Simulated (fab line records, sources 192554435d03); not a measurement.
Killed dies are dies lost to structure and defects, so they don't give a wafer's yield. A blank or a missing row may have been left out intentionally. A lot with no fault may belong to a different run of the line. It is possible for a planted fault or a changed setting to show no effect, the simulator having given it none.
Split-lot study | flow n5-finfet | 7 lots, 21 wafers read, on a route of 1938 steps

## ON THE SPLIT
At N5_MIM_BOT_SPUTTER_00 (material TiN, target thk 35 nm, time 89.7 s), the setting power-w was moved away from the recipe's 3000 W on 5 of the 21 wafers read, by -16.2% to -11.3%. The other wafers ran this setting at the recipe's value.

Reading taken at the split's own step.

## THE READING
TiN_of_MIM_BOT_SPUTTER_00.thk-nm (the simulator's own value, which no gauge read), in nm, at N5_MIM_BOT_SPUTTER_00 (material TiN, target thk 35 nm, time 89.7 s). The file does not state a usual value for it. The 16 wafers here that ran the recipe average 35.3 nm, standard deviation 0.38 nm.

wafer  | tool, chamber at the split | power-w as run, W | against the recipe | TiN_of_MIM_BOT_SPUTTER_00.thk-nm, nm | against lot-mates on the recipe
L075.1 | pvd-sputter-03, -          | 2514              | -16.2%             | 29                                   | -6.2
L075.3 | pvd-sputter-03, -          | 3000              | recipe             | 35.2                                 | -
L075.6 | pvd-sputter-03, -          | 2514              | -16.2%             | 29.8                                 | -5.4
L080.2 | pvd-sputter-02, -          | 3000              | recipe             | 35.6                                 | -
L080.6 | pvd-sputter-02, -          | 3000              | recipe             | 35.6                                 | -
L080.4 | pvd-sputter-02, -          | 3000              | recipe             | 35.4                                 | -
L082.2 | pvd-sputter-01, -          | 3000              | recipe             | 34.6                                 | -
L082.4 | pvd-sputter-01, -          | 3000              | recipe             | 34.6                                 | -
L082.6 | pvd-sputter-01, -          | 3000              | recipe             | 35                                   | -
L091.3 | pvd-sputter-02, -          | 3000              | recipe             | 35.4                                 | -
L091.4 | pvd-sputter-02, -          | 3000              | recipe             | 35.4                                 | -
L091.5 | pvd-sputter-02, -          | 3000              | recipe             | 35.6                                 | -
L094.2 | pvd-sputter-03, -          | 2661              | -11.3%             | 31.2                                 | -4.4
L094.3 | pvd-sputter-03, -          | 3000              | recipe             | 35.6                                 | -
L094.4 | pvd-sputter-03, -          | 2661              | -11.3%             | 31.4                                 | -4.2
L097.1 | pvd-sputter-02, -          | 2544              | -15.2%             | 29.8                                 | -6.0
L097.3 | pvd-sputter-02, -          | 3000              | recipe             | 35.8                                 | -
L097.6 | pvd-sputter-02, -          | 3000              | recipe             | 35.8                                 | -
L096.1 | pvd-sputter-03, -          | 3000              | recipe             | 34.8                                 | -
L096.2 | pvd-sputter-03, -          | 3000              | recipe             | 35                                   | -
L096.3 | pvd-sputter-03, -          | 3000              | recipe             | 35.4                                 | -

THE FIT
A straight line over all 21 wafers: TiN_of_MIM_BOT_SPUTTER_00.thk-nm changes by +0.361 nm for each +1% of power-w; r = +0.99; the points scatter about the line by 0.38 nm.
The same after taking each lot's own level away (the mean of its wafers on the recipe; 21 wafers): +0.372 nm for each +1%; r = +1.00; scatter 0.22 nm.
On that fit, the largest move of power-w shifts the reading by 6 nm.
The lots' own levels span 34.73 to 35.80 nm, that is 2.8 times the standard deviation above.
Hence the lot-to-lot level has little effect on the slope; both slopes agree.
Check: with one of the wafers moved furthest among these (-16.2%) left out of the fit, the line predicts -5.97 nm for it against its lot-mates. It came out at -6.2 nm against them.

## OTHER SPLITS APPLIED TO THESE WAFERS
Before the reading, these wafers also passed through other splits. Each is held against what the fit with the lots' levels taken away leaves over:
other split on the same wafers        | wafers away from the commonest value | r with TiN_of_MIM_BOT_SPUTTER_00.thk-nm (lot level and that fit taken away)
N5_BEOL_M8_DESCUM_16 time-s           | 9                                    | +0.11
N5_BEOL_M8_COAT_63 spin-rpm           | 6                                    | +0.58
N5_BEOL_M9_CMP_52 down-force-psi      | 7                                    | +0.38
N5_BEOL_M10_COAT_64 spin-rpm          | 8                                    | +0.00
N5_BEOL_M10_DEVELOP_27 develop-time-s | 6                                    | -0.14
N5_BEOL_M11_DESCUM_16 time-s          | 7                                    | -0.13
N5_BEOL_M13_COAT_65 spin-rpm          | 5                                    | +0.17
N5_BEOL_M14_PEB_26 peb-temp-c         | 10                                   | -0.45
N5_BEOL_M14_ETCH_68 time-s            | 8                                    | -0.08

## FILE'S OWN FIT
TiN_of_MIM_BOT_SPUTTER_00.thk-nm changes by +0.376 nm for each +1% of power-w, r = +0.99.
